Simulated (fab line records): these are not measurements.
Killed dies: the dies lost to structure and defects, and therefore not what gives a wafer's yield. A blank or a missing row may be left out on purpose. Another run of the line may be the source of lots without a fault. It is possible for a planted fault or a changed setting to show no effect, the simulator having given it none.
Lot-split experiment / flow n5_finfet / on a route of 1938 steps: 7 lots, 21 wafers read

## ABOUT THE SPLIT
At N5_SD_EPI_N_EPI_21 (deposits Si:P, time 690 s), the setting epi_growth_time_s was moved away from the recipe's 690 s on 6 of the 21 wafers read, by -8.2% to +6.6%. All remaining wafers had this setting at the recipe value.

## FROM THE SPLIT TO THE READING: what the file shows between them, 5 steps
- N5_SD_EPI_P_COAT_34: time 60 s, resist thk 350 nm (also split here: spin_rpm)
- N5_SD_EPI_P_COAT_35: time 60 s, resist thk 35 nm
- N5_SD_EPI_P_COAT_03: resist thk 150 nm
- N5_SD_ACTIVATION_RTA_00: time 0 s
- N5_SD_ACTIVATION_LSA_01: time 0.0008 s

## THE READING
Measured at N5_SD_ACTIVATION_RS_MEAS_03 by four-point probe: RS_SD_N, in ohm/sq. On this fab line, fault-free wafers typically give 21.99 ohm/sq with a standard deviation of 0.26 ohm/sq.

wafer=L076.3; tool, chamber at the split=epi_rpcvd-03, 0; epi_growth_time_s as run, s=690; against the recipe=recipe; RS_SD_N, ohm/sq=22.17; against lot-mates on the recipe=-
wafer=L076.4; tool, chamber at the split=epi_rpcvd-03, 0; epi_growth_time_s as run, s=637.6; against the recipe=-7.6%; RS_SD_N, ohm/sq=23.56; against lot-mates on the recipe=+1.38
wafer=L076.5; tool, chamber at the split=epi_rpcvd-03, 0; epi_growth_time_s as run, s=690; against the recipe=recipe; RS_SD_N, ohm/sq=22.18; against lot-mates on the recipe=-
wafer=L079.1; tool, chamber at the split=epi_rpcvd-02, 0; epi_growth_time_s as run, s=633.1; against the recipe=-8.2%; RS_SD_N, ohm/sq=23.41; against lot-mates on the recipe=+1.59
wafer=L079.5; tool, chamber at the split=epi_rpcvd-02, 0; epi_growth_time_s as run, s=690; against the recipe=recipe; RS_SD_N, ohm/sq=21.85; against lot-mates on the recipe=-
wafer=L079.6; tool, chamber at the split=epi_rpcvd-02, 0; epi_growth_time_s as run, s=690; against the recipe=recipe; RS_SD_N, ohm/sq=21.78; against lot-mates on the recipe=-
wafer=L085.1; tool, chamber at the split=epi_rpcvd-02, 0; epi_growth_time_s as run, s=690; against the recipe=recipe; RS_SD_N, ohm/sq=21.61; against lot-mates on the recipe=-
wafer=L085.3; tool, chamber at the split=epi_rpcvd-02, 0; epi_growth_time_s as run, s=658.6; against the recipe=-4.6%; RS_SD_N, ohm/sq=22.68; against lot-mates on the recipe=+1.07
wafer=L085.5; tool, chamber at the split=epi_rpcvd-02, 0; epi_growth_time_s as run, s=658.6; against the recipe=-4.6%; RS_SD_N, ohm/sq=22.41; against lot-mates on the recipe=+0.80
wafer=L086.1; tool, chamber at the split=epi_rpcvd-04, 0; epi_growth_time_s as run, s=690; against the recipe=recipe; RS_SD_N, ohm/sq=22.35; against lot-mates on the recipe=-
wafer=L086.2; tool, chamber at the split=epi_rpcvd-04, 0; epi_growth_time_s as run, s=690; against the recipe=recipe; RS_SD_N, ohm/sq=22.21; against lot-mates on the recipe=-
wafer=L086.3; tool, chamber at the split=epi_rpcvd-04, 0; epi_growth_time_s as run, s=735.7; against the recipe=+6.6%; RS_SD_N, ohm/sq=21.38; against lot-mates on the recipe=-0.90
wafer=L087.3; tool, chamber at the split=epi_rpcvd-02, 0; epi_growth_time_s as run, s=690; against the recipe=recipe; RS_SD_N, ohm/sq=22.26; against lot-mates on the recipe=-
wafer=L087.4; tool, chamber at the split=epi_rpcvd-02, 0; epi_growth_time_s as run, s=690; against the recipe=recipe; RS_SD_N, ohm/sq=22.28; against lot-mates on the recipe=-
wafer=L087.5; tool, chamber at the split=epi_rpcvd-02, 0; epi_growth_time_s as run, s=690; against the recipe=recipe; RS_SD_N, ohm/sq=22.71; against lot-mates on the recipe=-
wafer=L088.3; tool, chamber at the split=epi_rpcvd-04, 0; epi_growth_time_s as run, s=690; against the recipe=recipe; RS_SD_N, ohm/sq=22.35; against lot-mates on the recipe=-
wafer=L088.4; tool, chamber at the split=epi_rpcvd-04, 0; epi_growth_time_s as run, s=690; against the recipe=recipe; RS_SD_N, ohm/sq=21.97; against lot-mates on the recipe=-
wafer=L088.5; tool, chamber at the split=epi_rpcvd-04, 0; epi_growth_time_s as run, s=690; against the recipe=recipe; RS_SD_N, ohm/sq=22.20; against lot-mates on the recipe=-
wafer=L089.1; tool, chamber at the split=epi_rpcvd-03, 0; epi_growth_time_s as run, s=690; against the recipe=recipe; RS_SD_N, ohm/sq=21.56; against lot-mates on the recipe=-
wafer=L089.4; tool, chamber at the split=epi_rpcvd-03, 0; epi_growth_time_s as run, s=667.2; against the recipe=-3.3%; RS_SD_N, ohm/sq=22.06; against lot-mates on the recipe=+0.37
wafer=L089.5; tool, chamber at the split=epi_rpcvd-03, 0; epi_growth_time_s as run, s=690; against the recipe=recipe; RS_SD_N, ohm/sq=21.82; against lot-mates on the recipe=-

FIT RESULTS
A straight line over all 21 wafers: RS_SD_N changes by -0.139 ohm/sq for each +1% of epi_growth_time_s; r = -0.81; the points scatter about the line by 0.32 ohm/sq.
The same after taking each lot's own level away (the mean of its wafers on the recipe; 21 wafers): -0.175 ohm/sq for each +1%; r = -0.97; scatter 0.15 ohm/sq.
Per that fit: largest epi_growth_time_s move, reading shift of 1.4 ohm/sq.
The span of the lots' own levels, 21.610 to 22.417 ohm/sq, comes to 3.1 times the standard deviation stated above.
So the lot-to-lot level changes the slope: the two fits differ.
Check: with one of the wafers moved furthest among these (-8.2%) left out of the fit, the line predicts +1.41 ohm/sq for it against its lot-mates. Against them it came out at +1.59 ohm/sq.

## ADDITIONAL SPLITS CARRIED BY THESE WAFERS
Note: prior to the reading, these wafers also went through further splits. Each is held against what the fit with the lots' levels taken away leaves over:
other split on the same wafers=N5_WELL_APT_EXPOSE_22 dose_mj; wafers away from the commonest value=5; r with RS_SD_N (lot level and that fit taken away)=-0.18
other split on the same wafers=N5_WELL_APT_PEB_23 peb_temp_c; wafers away from the commonest value=6; r with RS_SD_N (lot level and that fit taken away)=+0.21
other split on the same wafers=N5_FIN_SAQP_SPACER1_ALD_24 temp_c; wafers away from the commonest value=7; r with RS_SD_N (lot level and that fit taken away)=-0.08
other split on the same wafers=N5_FIN_SAQP_ETCH_65 time_s; wafers away from the commonest value=8; r with RS_SD_N (lot level and that fit taken away)=-0.18
other split on the same wafers=N5_FIN_CUT_COAT_19 spin_rpm; wafers away from the commonest value=7; r with RS_SD_N (lot level and that fit taken away)=-0.13
other split on the same wafers=N5_DUMMY_GATE_COAT_28 spin_rpm; wafers away from the commonest value=8; r with RS_SD_N (lot level and that fit taken away)=-0.03
other split on the same wafers=N5_SD_EPI_P_COAT_34 spin_rpm; wafers away from the commonest value=5; r with RS_SD_N (lot level and that fit taken away)=+0.43

## THE WHOLE CHAIN: every reading that the file lists as answering this split, in the file's order
step=N5_SD_EPI_N_EPI_21; what it does=deposits Si:P, time 690 s; reading=Si-P_of_SD_EPI_N_EPI_21.thk_nm (the simulator's own value, which no gauge read); change (the file's fit)=+0.408 nm for each +1% of the setting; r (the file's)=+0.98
step=N5_SD_ACTIVATION_RS_MEAS_03; what it does=measures by four-point-probe; reading=RS_SD_N; change (the file's fit)=-0.174 for each +1% of the setting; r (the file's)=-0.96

## FILE'S OWN FIT
RS_SD_N changes by -0.174 ohm/sq for each +1% of epi_growth_time_s, r = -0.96.
